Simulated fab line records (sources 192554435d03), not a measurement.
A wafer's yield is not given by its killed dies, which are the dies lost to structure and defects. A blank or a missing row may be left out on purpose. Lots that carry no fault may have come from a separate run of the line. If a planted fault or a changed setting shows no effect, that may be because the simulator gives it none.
fab line records + flow n5-finfet
record
- lots=4
- wafers=12
- last-day=18
route steps=1938 shown BEOL_M3@931 BEOL_M4@1111 PASSIVATION@1936
lots that met no fault: taken from a fault-free run of the same line
start-h: hours from the record's first day to the start of the lot's first wafer shown + wait-h: hours since the lot's step before + " repeats the value in the row above + L1.1+2: a row that stands for several wafers + - no value present, or no start provided + * or withheld: withheld + < > ~ a bound
route shown NAME@n: names a module that has steps shown in the file, with the first one's number in the route + usual: mean/standard deviation of fault-free wafers + same: alike in all rows + chamber/n: place in a boat + sites: readings site by site + _std_site: standard deviation across them + _edge_site: the outer-site mean with the inner-site mean subtracted + radius-mm: how far each site lies from the wafer's centre + mask NAME#n: copy n + behind: the most recent tool/chamber to have shaped the wafer + hold: reason for holding the lot/hours on hold/outcome of the hold + device: transistor that didn't switch, given as n, p or np + end of line: at the end of the route, the tests of the same wafers + for a step that has no rows: nothing shown but its recipe + killed: dies that structure and defects cost at the first sort, which is not the same as the wafer's yield + map: a wafer's dies, x killed, . not, _ none there
set.NAME: the setting the step ran with; set.NAME@STEP: the setting that earlier step ran with + model.NAME: the simulator's own value behind a step, which no gauge read
a table for each step, a row for each wafer; lots at some steps of the route
services: the hour from which a tool's chamber was out of use, counted from the record's first day as start-h (under 0 if before that day), plus the number of hours and why
## steps
# step N5_BEOL_M3_ILD_DEP_00
# recipe
- material=SiOC
- target-thk-a=790
- temp-c=350
- precursor=DEMS/O2
- pressure-torr=5
- rf-w=500
- time-s=15.3
# step N5_BEOL_M3_PECVD_72
# recipe
- material=SiO2
- target-thk-a=160
- temp-c=400
- precursor=TEOS/O2
- pressure-torr=5.5
- rf-w=450
- teos-flow-sccm=53.8
- gas=O2
- flow-sccm=3000
- time-s=18
# step N5_BEOL_M3_HM_DEP_02
# recipe
- material=TiN
- target-thk-a=200
- temp-c=25
- chamber-pressure-pa=0.49996
# step N5_BEOL_M3_COAT_61
# recipe
- resist=SOC
- temp-c=250
- time-s=60
- spin-rpm=1500
- resist-thk-nm=60
# step N5_BEOL_M3_COAT_62
# recipe
- resist=SiARC
- temp-c=220
- time-s=60
- spin-rpm=1500
- resist-thk-nm=12
# step N5_BEOL_M3_COAT_73
# recipe
- resist=underlayer
- temp-c=205
- time-s=60
- spin-rpm=1500
- resist-thk-nm=5
# step N5_BEOL_M3_COAT_05
# recipe
- resist=CAR-EUV
- spin-rpm=1500
- resist-thk-nm=30
# step N5_BEOL_M3_EBR_07
# recipe
- solvent=PGMEA
- ebr-width-mm=1.5
# step N5_BEOL_M3_SOFTBAKE_06
# recipe
- temp-c=110
- time-s=60
- resist=CAR-EUV
# step N5_BEOL_M3_EXPOSE_08
# recipe
- mask-id=M3
- na=0.33
- source-shape=dipole
- sigma-inner=0.369
- sigma-outer=0.767
- polarization=unpolarized
- dose-mj=33
# usual
- exposure-dose-mJ-cm2=32.94/0.033
# same
- na=0.33
| lot.wafer | tool           | chamber | start-h | wait-h | mask | exposure-dose-mJ-cm2 |
|-----------|----------------|---------|---------|--------|------|----------------------|
| L230.1    | euv-scanner-01 | 0       | 246.61  | -      | M3#0 | 32.99                |
| L230.3    | "              | 0       | "       | "      | M3#0 | 32.99                |
| L230.4    | "              | 0       | "       | "      | M3#0 | 32.97                |
| L232.4    | euv-scanner-01 | 0       | 268.59  | -      | M3#0 | 35.83                |
| L232.5    | "              | 0       | "       | "      | M3#0 | 35.81                |
| L232.6    | "              | 0       | "       | "      | M3#0 | 35.81                |
| L236.1    | euv-scanner-02 | 0       | 276.00  | -      | M3#0 | 32.90                |
| L236.2    | "              | 0       | "       | "      | M3#0 | 32.92                |
| L236.4    | "              | 0       | "       | "      | M3#0 | 32.94                |
| L237.3    | euv-scanner-01 | 0       | 288.03  | -      | M3#0 | 35.15                |
| L237.5    | "              | 0       | "       | "      | M3#0 | 35.22                |
| L237.6    | "              | 0       | "       | "      | M3#0 | 35.21                |
# step N5_BEOL_M3_PEB_09
# recipe
- peb-temp-c=100
- peb-time-s=60
- resist=CAR-EUV
# step N5_BEOL_M3_DEVELOP_10
# recipe
- develop-time-s=30
- developer=TMAH
- resist=CAR-EUV
- rinse-liquid=surfactant-rinse
- dry=air-spin
- dev-temp-c=23
# step N5_BEOL_M3_CD_MEAS_11
# recipe
- target-cd-nm=17.05
- landing-energy-ev=500
- detector=se-inlens
- polarity=opening
# usual
- cd-nm=17.14/0.21
| lot.wafer | tool      | chamber | start-h | wait-h | cd-nm |
|-----------|-----------|---------|---------|--------|-------|
| L230.1    | cd-sem-02 | 0       | 246.73  | -      | 17.10 |
| L230.3    | "         | 0       | "       | "      | 16.88 |
| L230.4    | "         | 0       | "       | "      | 16.95 |
| L232.4    | cd-sem-01 | 0       | 268.70  | -      | 18.69 |
| L232.5    | "         | 0       | "       | "      | 19.01 |
| L232.6    | "         | 0       | "       | "      | 18.88 |
| L236.1    | cd-sem-01 | 0       | 276.13  | -      | 17.41 |
| L236.2    | "         | 0       | "       | "      | 16.95 |
| L236.4    | "         | 0       | "       | "      | 17.10 |
| L237.3    | cd-sem-03 | 0       | 288.15  | -      | 18.21 |
| L237.5    | "         | 0       | "       | "      | 18.30 |
| L237.6    | "         | 0       | "       | "      | 18.35 |
# step N5_BEOL_M3_DESCUM_16
# recipe
- chemistry=O2
- time-s=7
- source-power-w=50
- bias-power-w=20
- pressure-mtorr=20
- rf-frequency-hz=2.712e+07
- temp-c=40
- resist=CAR-EUV
- o2-flow-sccm=225
# step N5_BEOL_M3_ETCH_74
# recipe
- chemistry=N2/H2
- target=underlayer
- target-depth-a=65
- mask-material=CAR-EUV
- time-s=5.2
- ion-energy-ev=200
- pressure-mtorr=30
- source-w=840
- bias-w=150
- n2-flow-sccm=200
- h2-flow-sccm=200
- ends=cleared
# usual
- drypump-motor-current-A=5.6/0.52
- etch-rf-on-time-s=5.17/0.11
- n2-flow-sccm=200.1/0.57
- oes-product-au=0.69/0.073
- rf-vpp-V=524/3.1
- showerhead-plenum-p-Torr=2.57/0.11
- throttle-valve-pct=18.01/0.22
| lot.wafer | tool        | chamber | start-h | wait-h | drypump-motor-current-A | etch-rf-on-time-s | n2-flow-sccm | oes-product-au | rf-hours-counter-h | rf-vpp-V | showerhead-plenum-p-Torr | throttle-valve-pct | model.BEOL_M3.cd-offset-nm |
|-----------|-------------|---------|---------|--------|-------------------------|-------------------|--------------|----------------|--------------------|----------|--------------------------|--------------------|----------------------------|
| L230.1    | rie-diel-05 | 0       | 246.93  | 0.0    | 5.4                     | 5.13              | 199.8        | 0.59           | 241                | 519      | 2.42                     | 18.24              | 0                          |
| L230.3    | "           | 2       | "       | "      | 5.5                     | 5.21              | 199.8        | 0.68           | 104                | 521      | 2.46                     | 17.94              | 0                          |
| L230.4    | "           | 3       | "       | "      | 5.9                     | 5.15              | 199.5        | 0.72           | -                  | 529      | 2.70                     | 17.75              | 0                          |
| L232.4    | rie-diel-04 | 2       | 268.86  | 0.0    | 6.1                     | 5.12              | 200.0        | 0.71           | -                  | 530      | 2.69                     | 18.13              | 2                          |
| L232.5    | "           | 0       | "       | "      | 4.8                     | 5.14              | 199.9        | 0.75           | -                  | 529      | 2.71                     | 17.68              | 1.8                        |
| L232.6    | "           | 3       | "       | "      | 6.2                     | 5.22              | 200.5        | 0.64           | -                  | 524      | 2.46                     | 18.32              | 1.8                        |
| L236.1    | rie-diel-02 | 1       | 276.29  | 0.0    | 5.1                     | 5.02              | 199.8        | 0.75           | 39                 | 524      | 2.48                     | 17.94              | 0.2                        |
| L236.2    | "           | 2       | "       | "      | 5.8                     | 5.17              | 200.9        | 0.71           | 60                 | 526      | 2.69                     | 17.90              | 0                          |
| L236.4    | "           | 3       | "       | "      | 5.7                     | 5.10              | 200.2        | 0.74           | 50                 | 520      | 2.50                     | 18.06              | 0.2                        |
| L237.3    | rie-diel-04 | 2       | 288.30  | 0.0    | 6.1                     | 5.11              | 200.3        | 0.69           | 73                 | 527      | 2.68                     | 18.13              | 1.4                        |
| L237.5    | "           | 3       | "       | "      | 6.2                     | 5.19              | 200.4        | 0.65           | -                  | 521      | 2.46                     | 18.34              | 1.4                        |
| L237.6    | "           | 0       | "       | "      | 4.8                     | 5.08              | 199.1        | 0.73           | -                  | 527      | 2.71                     | 17.68              | 1                          |
# step N5_BEOL_M3_ETCH_63
# recipe
- chemistry=CF4
- target=SiARC
- target-depth-a=156
- mask-material=CAR-EUV
- time-s=26
- ion-energy-ev=80
- pressure-mtorr=40
- source-w=545
- bias-w=36
- Ar_flow_sccm=100
- cf4-flow-sccm=100
- ends=cleared
# step N5_BEOL_M3_ETCH_64
# recipe
- chemistry=N2/H2
- target=SOC
- target-depth-a=750
- overetch-a=150
- mask-material=SiARC
- temp-c=40
- time-s=112.5
- ion-energy-ev=200
- pressure-mtorr=30
- source-w=840
- bias-w=150
- n2-flow-sccm=200
- h2-flow-sccm=200
# step N5_BEOL_M3_STRIP_65
# recipe
- chemistry=N2/H2
- temp-c=40
- n2-flow-sccm=200
- h2-flow-sccm=200
- rf-frequency-hz=6e+07
# step N5_BEOL_M3_STRIP_75
# recipe
- chemistry=N2/H2
- temp-c=40
- n2-flow-sccm=200
- h2-flow-sccm=200
- rf-frequency-hz=6e+07
# step N5_BEOL_M3_STRIP_66
# recipe
- chemistry=CF4
- resist=SiARC
- power-w=300
- bias-power-w=75
- pressure-mtorr=50
- cf4-flow-sccm=150
- rf-frequency-hz=6e+07
# step N5_BEOL_M3_HM_OPEN_17
# recipe
- chemistry=Cl2/BCl3
- target-depth-a=200
- overetch-a=60
- target=TiN
- mask-material=SOC
- ion-energy-ev=150
- pressure-mtorr=10
- icp-w=1000
- bias-w=126
- Cl2_flow_sccm=53.25
- bcl3-flow-sccm=21.75
- Ar_flow_sccm=25
# usual
- drypump-motor-current-A=5.63/0.28
- oes-product-au=0.69/0.11
- throttle-valve-pct=22.1/0.32
| lot.wafer | tool         | chamber | start-h | wait-h | drypump-motor-current-A | oes-product-au | rf-hours-counter-h | throttle-valve-pct | model.BEOL_M3.cd-offset-nm |
|-----------|--------------|---------|---------|--------|-------------------------|----------------|--------------------|--------------------|----------------------------|
| L230.1    | rie-metal-01 | 0       | 247.14  | 0.0    | 5.59                    | 0.73           | 18                 | 22.0               | 0.2                        |
| L230.3    | "            | 0       | "       | "      | 5.55                    | 0.74           | -                  | 22.0               | 0.6                        |
| L230.4    | "            | 1       | "       | "      | 5.38                    | 0.57           | -                  | 22.6               | 0                          |
| L232.4    | rie-metal-03 | 1       | 269.10  | 0.1    | 5.29                    | 0.71           | -                  | 21.9               | 2.4                        |
| L232.5    | "            | 0       | "       | "      | 5.93                    | 0.77           | -                  | 21.8               | 1.8                        |
| L232.6    | "            | 1       | "       | "      | 5.27                    | 0.72           | -                  | 21.9               | 1.8                        |
| L236.1    | rie-metal-01 | 1       | 276.50  | 0.0    | 5.36                    | 0.57           | 80                 | 22.6               | 0                          |
| L236.2    | "            | 0       | "       | "      | 5.56                    | 0.72           | 21                 | 22.0               | -0.2                       |
| L236.4    | "            | 1       | "       | "      | 5.37                    | 0.56           | -                  | 22.6               | -0.2                       |
| L237.3    | rie-metal-03 | 0       | 288.55  | 0.1    | 5.92                    | 0.77           | -                  | 21.8               | 1.6                        |
| L237.5    | "            | 1       | "       | "      | 5.28                    | 0.70           | -                  | 22.0               | 1.4                        |
| L237.6    | "            | 0       | "       | "      | 5.95                    | 0.76           | -                  | 21.8               | 1                          |
# step N5_BEOL_M3_STRIP_19
# recipe
- chemistry=O2
- power-w=400
- temp-c=40
- pressure-mtorr=30
- rf-frequency-hz=6e+07
- bias-power-w=0
- overash-fraction=0.2
- o2-flow-sccm=225
# step N5_BEOL_M3_CD_MEAS_18
# recipe
- pitch-nm=36
- target-cd-nm=18
# usual
- cd-nm=18.1/0.35
| lot.wafer | tool      | chamber | start-h | wait-h | cd-nm |
|-----------|-----------|---------|---------|--------|-------|
| L230.1    | cd-sem-02 | -       | 247.33  | 0.1    | 18.0  |
| L230.3    | "         | -       | "       | "      | 18.6  |
| L230.4    | "         | -       | "       | "      | 17.7  |
| L232.4    | cd-sem-03 | -       | 269.35  | 0.0    | 20.8  |
| L232.5    | "         | -       | "       | "      | 19.7  |
| L232.6    | "         | -       | "       | "      | 20.3  |
| L236.1    | cd-sem-02 | -       | 276.68  | 0.0    | 18.2  |
| L236.2    | "         | -       | "       | "      | 18.3  |
| L236.4    | "         | -       | "       | "      | 17.5  |
| L237.3    | cd-sem-03 | -       | 288.70  | 0.1    | 19.7  |
| L237.5    | "         | -       | "       | "      | 19.3  |
| L237.6    | "         | -       | "       | "      | 18.6  |
# step N5_BEOL_M3_COAT_67
# recipe
- resist=SOC
- temp-c=250
- time-s=60
- spin-rpm=1500
- resist-thk-nm=60
# step N5_BEOL_M4_RC_MEAS_101
# usual
- DIBL_N=36.4/1.6
- DIBL_P=36.2/1.8
- IOFF_N=0.159/0.029
- IOFF_P=0.21/0.034
- ION_N=670/12
- ION_P=459/8.2
- SS_N=71.5/0.59
- SS_P=73.2/0.54
- VT_N=250/3.3
- VT_P=-250/3.7
| lot.wafer | tool      | chamber | start-h | wait-h | DIBL_N[mV/V] | DIBL_P[mV/V] | IOFF_N[nA/um] | IOFF_P[nA/um] | ION_N[uA/um] | ION_P[uA/um] | SS_N[mV/dec] | SS_P[mV/dec] | VT_N[mV] | VT_P[mV] |
|-----------|-----------|---------|---------|--------|--------------|--------------|---------------|---------------|--------------|--------------|--------------|--------------|----------|----------|
| L230.1    | prober-02 | 0       | 285.69  | 0.0    | 37.2         | 36.5         | 0.159         | 0.21          | 659          | 453          | 71.9         | 73.5         | 252      | -253     |
| L230.3    | "         | 0       | "       | "      | 37.6         | 37.0         | 0.167         | 0.21          | 670          | 454          | 70.9         | 73.3         | 249      | -250     |
| L230.4    | "         | 0       | "       | "      | 37.5         | 37.7         | 0.163         | 0.22          | 660          | 451          | 71.6         | 74.1         | 251      | -249     |
| L236.1    | prober-02 | 0       | 310.94  | 0.0    | 37.1         | 37.5         | 0.159         | 0.17          | 675          | 452          | 71.4         | 72.2         | 250      | -256     |
| L236.2    | "         | 0       | "       | "      | 38.1         | 38.0         | 0.164         | 0.18          | 668          | 445          | 71.3         | 73.0         | 249      | -256     |
| L236.4    | "         | 0       | "       | "      | 37.7         | 37.7         | 0.155         | 0.17          | 675          | 447          | 72.1         | 72.6         | 251      | -258     |
# step N5_PASSIVATION_PROBE_49
# usual
- defect-limited-yield=91.1/1.5
- killed_at_M0_to_M3=33/9.9
- killed_at_M4_up=14/5.2
- killed-at-contacts=12/6.7
- killed-at-front-end=43/13
- killed-at-other=3.4/2.7
- killed-dies=105/17
- killed-on-rim=14/4.2
- killed-open=69/13
- killed-short=33/7.5
- sort_bin_5_function=5.2/0.91
- sort_bin_6_memory=3.3/0.71
- sort-n-pass=1075/17
- sort-yield-pct=91.1/1.5
# same
- gross-dies=1180
- killed-at-back-side=0
- sort_bin_4_leakage[%]=0
- sort_bin_8_speed[%]=0
| lot.wafer | tool      | chamber | start-h | wait-h | defect-limited-yield[%] | killed_at_M0_to_M3 | killed_at_M4_up | killed-at-contacts | killed-at-front-end | killed-at-other | killed-dies | killed-on-rim | killed-open | killed-short | sort_bin_5_function[%] | sort_bin_6_memory[%] | sort-n-pass | sort-yield-pct[%] |
|-----------|-----------|---------|---------|--------|-------------------------|--------------------|-----------------|--------------------|---------------------|-----------------|-------------|---------------|-------------|--------------|------------------------|----------------------|-------------|-------------------|
| L230.1    | prober-01 | -       | 384.00  | 0.8    | 93.0                    | 26                 | 9               | 6                  | 31                  | 11              | 83          | 6             | 57          | 25           | 4.6                    | 2.5                  | 1097        | 93.0              |
| L230.3    | prober-01 | -       | 384.10  | 0.9    | 92.5                    | 33                 | 7               | 6                  | 41                  | 1               | 88          | 12            | 59          | 23           | 4.3                    | 2.6                  | 1092        | 92.5              |
| L230.4    | prober-01 | -       | 384.15  | 0.9    | 93.1                    | 17                 | 16              | 5                  | 42                  | 2               | 82          | 12            | 58          | 23           | 4.0                    | 2.3                  | 1098        | 93.1              |
| L232.4    | prober-02 | -       | 397.58  | 0.2    | 0                       | 1104               | 18              | 6                  | 50                  | 2               | 1180        | 152           | 75          | 44           | 14.4                   | 4.4                  | 0           | 0                 |
| L232.5    | prober-02 | -       | 397.63  | 0.2    | 0                       | 1112               | 13              | 13                 | 40                  | 2               | 1180        | 152           | 78          | 38           | 15.8                   | 3.7                  | 0           | 0                 |
| L232.6    | prober-02 | -       | 397.68  | 0.3    | 0                       | 1076               | 14              | 24                 | 65                  | 1               | 1180        | 152           | 88          | 52           | 17.0                   | 4.5                  | 0           | 0                 |
| L237.3    | prober-01 | -       | 432.45  | 0.1    | 0.5                     | 967                | 9               | 161                | 33                  | 4               | 1174        | 151           | 52          | 37           | 69.1                   | 6.1                  | 6           | 0.5               |
| L237.5    | prober-01 | -       | 432.55  | 0.2    | 0.3                     | 1114               | 15              | 15                 | 28                  | 5               | 1177        | 152           | 66          | 31           | 73.1                   | 5.3                  | 3           | 0.3               |
| L237.6    | prober-01 | -       | 432.60  | 0.3    | 0.5                     | 1118               | 9               | 5                  | 42                  | 0               | 1174        | 150           | 69          | 35           | 71.8                   | 5.8                  | 6           | 0.5               |
# killed by level:class
L230.1 BEOL_M2:geometric-particle:open=7 BEOL_M3:geometric-particle:open=7 GATE_CUT:geometric-particle:short=6 MOL_CONTACT_COAG:geometric-particle:open=6 BEOL_M1:geometric-particle:open=6 FIN_SAQP:geometric-particle:open=5 PAD_METAL:geometric-particle:short=5 STI_FIN_REVEAL:geometric-particle:open=4
L230.3 STI_FIN_REVEAL:geometric-particle:open=7 BEOL_M1:geometric-particle:open=7 BEOL_M2:geometric-particle:open=6 FIN_SAQP:geometric-particle:open=5 FIN_SAQP:geometric-particle:short=5 GATE_CUT:geometric-particle:open=5 MOL_CONTACT_COAG:geometric-particle:open=5 BEOL_M0_SAQP:geometric-particle:open=5
L230.4 STI_FIN_REVEAL:geometric-particle:open=7 FIN_SAQP:geometric-particle:open=6 FIN_SAQP:geometric-particle:short=5 GATE_CUT:geometric-particle:short=5 BEOL_M2:geometric-particle:open=5 BEOL_M4:geometric-particle:open=5 BEOL_M0:geometric-particle:open=4 STARTING-WAFER:geometric-particle:open=4
L232.4 BEOL_M3:area-expose=1058 FIN_SAQP:geometric-particle:open=15 FIN_SAQP:geometric-particle:short=11 BEOL_M0_SAQP:geometric-particle:open=11 BEOL_M4:geometric-particle:open=10 BEOL_M0_SAQP:geometric-particle:short=9 STI_FIN_REVEAL:geometric-particle:open=8 BEOL_M3:geometric-particle:open=8
L232.5 BEOL_M3:area-expose=1060 BEOL_M3:geometric-particle:open=13 FIN_SAQP:geometric-particle:open=12 BEOL_M0_SAQP:geometric-particle:open=12 BEOL_M0_SAQP:geometric-particle:short=11 MOL_CONTACT_COAG:geometric-particle:open=10 STI_FIN_REVEAL:geometric-particle:open=8 FIN_SAQP:geometric-particle:short=6
L232.6 BEOL_M3:area-expose=1034 FIN_SAQP:geometric-particle:open=24 MOL_CONTACT_COAG:geometric-particle:open=19 FIN_SAQP:geometric-particle:short=17 BEOL_M0_SAQP:geometric-particle:short=13 BEOL_M0_SAQP:geometric-particle:open=10 GATE_CUT:geometric-particle:short=5 MOL_CONTACT_COAG:geometric-particle:short=5
L237.3 BEOL_M3:area-expose=927 MOL_CONTACT_COAG:unspecified=157 FIN_SAQP:geometric-particle:short=9 BEOL_M0_SAQP:geometric-particle:short=9 BEOL_M0_SAQP:geometric-particle:open=7 BEOL_M1:geometric-particle:open=6 BEOL_M3:geometric-particle:open=5 STI_FIN_REVEAL:geometric-particle:open=5
L237.5 BEOL_M3:area-expose=1079 MOL_CONTACT_COAG:geometric-particle:open=10 BEOL_M0_SAQP:geometric-particle:open=7 BEOL_M3:geometric-particle:open=7 BEOL_M4:geometric-particle:open=7 STI_FIN_REVEAL:geometric-particle:open=5 MOL_CONTACT_COAG:geometric-particle:short=5 BEOL_M0_SAQP:geometric-particle:short=5
L237.6 BEOL_M3:area-expose=1069 BEOL_M0_SAQP:geometric-particle:open=16 BEOL_M0_SAQP:geometric-particle:short=12 FIN_SAQP:geometric-particle:open=7 GATE_CUT:geometric-particle:short=6 BEOL_M3:geometric-particle:open=5 DUMMY_GATE:geometric-particle:open=5 BEOL_M2:geometric-particle:open=5
# map L232.4 (x killed, . not)
_________________xxxxxxxxxxxx________________
______________xxxxxxxxxxxxxxxxxx_____________
___________xxxxxxxxxxxxxxxxxxxxxxxx__________
__________xxxxxxxxxxxxxxxxxxxxxxxxxx_________
________xxxxxxxxxxxxxxxxxxxxxxxxxxxxxx_______
_______xxxxxxxxxxxxxxxxxxxxxxxxxxxxxxxx______
______xxxxxxxxxxxxxxxxxxxxxxxxxxxxxxxxxx_____
_____xxxxxxxxxxxxxxxxxxxxxxxxxxxxxxxxxxxx____
____xxxxxxxxxxxxxxxxxxxxxxxxxxxxxxxxxxxxxx___
___xxxxxxxxxxxxxxxxxxxxxxxxxxxxxxxxxxxxxxxx__
___xxxxxxxxxxxxxxxxxxxxxxxxxxxxxxxxxxxxxxxx__
__xxxxxxxxxxxxxxxxxxxxxxxxxxxxxxxxxxxxxxxxxx_
__xxxxxxxxxxxxxxxxxxxxxxxxxxxxxxxxxxxxxxxxxx_
_xxxxxxxxxxxxxxxxxxxxxxxxxxxxxxxxxxxxxxxxxxxx
_xxxxxxxxxxxxxxxxxxxxxxxxxxxxxxxxxxxxxxxxxxxx
_xxxxxxxxxxxxxxxxxxxxxxxxxxxxxxxxxxxxxxxxxxxx
_xxxxxxxxxxxxxxxxxxxxxxxxxxxxxxxxxxxxxxxxxxxx
_xxxxxxxxxxxxxxxxxxxxxxxxxxxxxxxxxxxxxxxxxxxx
_xxxxxxxxxxxxxxxxxxxxxxxxxxxxxxxxxxxxxxxxxxxx
_xxxxxxxxxxxxxxxxxxxxxxxxxxxxxxxxxxxxxxxxxxxx
_xxxxxxxxxxxxxxxxxxxxxxxxxxxxxxxxxxxxxxxxxxxx
__xxxxxxxxxxxxxxxxxxxxxxxxxxxxxxxxxxxxxxxxxx_
__xxxxxxxxxxxxxxxxxxxxxxxxxxxxxxxxxxxxxxxxxx_
___xxxxxxxxxxxxxxxxxxxxxxxxxxxxxxxxxxxxxxxx__
___xxxxxxxxxxxxxxxxxxxxxxxxxxxxxxxxxxxxxxxx__
____xxxxxxxxxxxxxxxxxxxxxxxxxxxxxxxxxxxxxx___
_____xxxxxxxxxxxxxxxxxxxxxxxxxxxxxxxxxxxx____
______xxxxxxxxxxxxxxxxxxxxxxxxxxxxxxxxxx_____
_______xxxxxxxxxxxxxxxxxxxxxxxxxxxxxxxx______
________xxxxxxxxxxxxxxxxxxxxxxxxxxxxxx_______
__________xxxxxxxxxxxxxxxxxxxxxxxxxx_________
___________xxxxxxxxxxxxxxxxxxxxxxxx__________
______________xxxxxxxxxxxxxxxxxx_____________
_________________xxxxxxxxxxxx________________
# map L237.5 (x killed, . not)
_________________xxxxxxxxxxxx________________
______________xxxxxxxxxxxxxxxxxx_____________
___________xxxxxxxxxxxxxxxxxxxxxxxx__________
__________xxxxxxxxxxxxxxxxxxxxxxxxxx_________
________xxxxxxxxxxxxxxxxxxxxxxxxxxxxxx_______
_______xxxxxxxxxxxxxxxxxxxxxxxxxxxxxxxx______
______xxxxxxxxxxxxxxxxxxxxxxxxxxxxxxxxxx_____
_____xxxxxxxxxxxxxxxxxxxxxxxxxxxxxxxxxxxx____
____xxxxxxxxxxxxxxxxxxxxxxxxxxxxxxxxxxxxxx___
___xxxxxxxxxxxxxxxxxxxxxxxxxxxxxxxxxxxxxxxx__
___xxxxxxxxxxxxxxxxxxxxxxxxxxxxxxxxxxxxxxxx__
__xxxxxxxxxxxxxxxxxxxxxxxxxxxxxxxxxxxxxxxxxx_
__xxxxxxxxxxxxxxxxxxxxxxxxxxxxxxxxxxxxxxxxxx_
_xxxxxxxxxxxxxx.xxxxxxxxxxxxxxxxxxxxxxxxxxxxx
_xxxxxxxxxxxxxxxxxxxxxxxxxxxxxxxxxxxxxxxxxxxx
_xxxxxxxxxxxxxxxxxxxxxxxxxxxxxxxxxxxxxxxxxxxx
_xxxxxxxxxxxxxxxxxxxxxxxxxxxxxxxxxxxxxxxxx.xx
_xxxxxxxxxxxxxxxxxxxxxxxxxxxx.xxxxxxxxxxxxxxx
_xxxxxxxxxxxxxxxxxxxxxxxxxxxxxxxxxxxxxxxxxxxx
_xxxxxxxxxxxxxxxxxxxxxxxxxxxxxxxxxxxxxxxxxxxx
_xxxxxxxxxxxxxxxxxxxxxxxxxxxxxxxxxxxxxxxxxxxx
__xxxxxxxxxxxxxxxxxxxxxxxxxxxxxxxxxxxxxxxxxx_
__xxxxxxxxxxxxxxxxxxxxxxxxxxxxxxxxxxxxxxxxxx_
___xxxxxxxxxxxxxxxxxxxxxxxxxxxxxxxxxxxxxxxx__
___xxxxxxxxxxxxxxxxxxxxxxxxxxxxxxxxxxxxxxxx__
____xxxxxxxxxxxxxxxxxxxxxxxxxxxxxxxxxxxxxx___
_____xxxxxxxxxxxxxxxxxxxxxxxxxxxxxxxxxxxx____
______xxxxxxxxxxxxxxxxxxxxxxxxxxxxxxxxxx_____
_______xxxxxxxxxxxxxxxxxxxxxxxxxxxxxxxx______
________xxxxxxxxxxxxxxxxxxxxxxxxxxxxxx_______
__________xxxxxxxxxxxxxxxxxxxxxxxxxx_________
___________xxxxxxxxxxxxxxxxxxxxxxxx__________
______________xxxxxxxxxxxxxxxxxx_____________
_________________xxxxxxxxxxxx________________
## services
| tool           | chamber | start-h | hours | kind                          |
|----------------|---------|---------|-------|-------------------------------|
| euv-scanner-01 | -       | 222.91  | 1.0   | pm                            |
| euv-scanner-02 | -       | 232.26  | 14.8  | repair                        |
| rie-diel-05    | 1       | 238.66  | 19.1  | repair                        |
| euv-scanner-02 | -       | 247.09  | 1.0   | pm                            |
| euv-scanner-01 | -       | 248.10  | 4.6   | pm                            |
| rie-diel-02    | 3       | 253.47  | 2.3   | repair                        |
| rie-metal-03   | -       | 255.54  | 1.1   | repair                        |
| rie-diel-04    | 1       | 263.33  | -     | clean                         |
| rie-diel-04    | 1       | 263.33  | -     | consumable-replace:focus-ring |
| rie-diel-04    | 1       | 263.33  | 21.3  | scheduled-down                |
| rie-diel-04    | 1       | 263.33  | 21.3  | vent-cycle                    |
| rie-diel-05    | 0       | 273.24  | -     | clean                         |
| rie-diel-05    | 0       | 273.24  | -     | consumable-replace:focus-ring |
| rie-diel-05    | 0       | 273.24  | -     | consumable-replace:showerhead |
| euv-scanner-01 | -       | 277.45  | 1.0   | pm                            |
| euv-scanner-02 | -       | 284.94  | 12.0  | pm                            |
## key
first-sign
- step=N5_BEOL_M3_EXPOSE_08
- reading=exposure-dose-mJ-cm2
- direction=up
- sigmas=77
- usual=32.94
- struck=35.51
effect
- step=N5_BEOL_M3_CD_MEAS_11
- reading=cd-nm
- direction=up
- sigmas=6.7
- usual=17.14
- struck=18.57
- through=control-loop
effect
- step=N5_BEOL_M3_CD_MEAS_18
- reading=cd-nm
- direction=up
- sigmas=4.7
- usual=18.1
- struck=19.7
- through=control-loop
effect
- step=N5_PASSIVATION_PROBE_49
- reading=killed_at_M0_to_M3
- direction=up
- sigmas=99+
- usual=33
- struck=1082
model-effect
- step=N5_BEOL_M3_ETCH_74
- value=BEOL_M3.cd-offset-nm
- without=0.1333
- struck=1.567
model-effect
- step=N5_BEOL_M3_HM_OPEN_17
- value=BEOL_M3.cd-offset-nm
- without=0.2333
- struck=1.667
more-kills-born-at
- N5_BEOL_M3_EXPOSE_08@euv-scanner-01=6227
met-at N5_BEOL_M3_EXPOSE_08
struck-wafers L232.4,L232.5,L232.6,L237.3,L237.5,L237.6
later-rows-left-out L232.4,L232.5,L232.6,L237.3,L237.5,L237.6
loop-trim
- step=N5_BEOL_M3_EXPOSE_08
- setting=dose
- lots=L237
onset-between 246.61 268.59
earlier-fault
- kind=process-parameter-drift
- tool=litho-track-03
- chamber=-
- onset-h=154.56
- steps=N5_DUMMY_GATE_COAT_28
- channel=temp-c
- offset=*
- shape=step
- acts-in=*
- stated=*
earlier-fault
- kind=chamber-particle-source
- tool=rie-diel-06
- chamber=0
- onset-h=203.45
- steps=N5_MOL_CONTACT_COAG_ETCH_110
- rate-per-visit-cm2=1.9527
fault
- kind=process-parameter-drift
- tool=euv-scanner-01
- chamber=-
- onset-h=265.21
- steps=N5_BEOL_M3_EXPOSE_08
- channel=dose-mj
- offset=2.8447
- shape=step
- acts-in=these-recipes-only
- stated=33
# later-rows-left-out: the simulator's readings of these wafers behind a module that went badly wrong aren't trusted and aren't shown, but for the sort
# loop-trim: a control loop set the setting to another value than it would have without faults
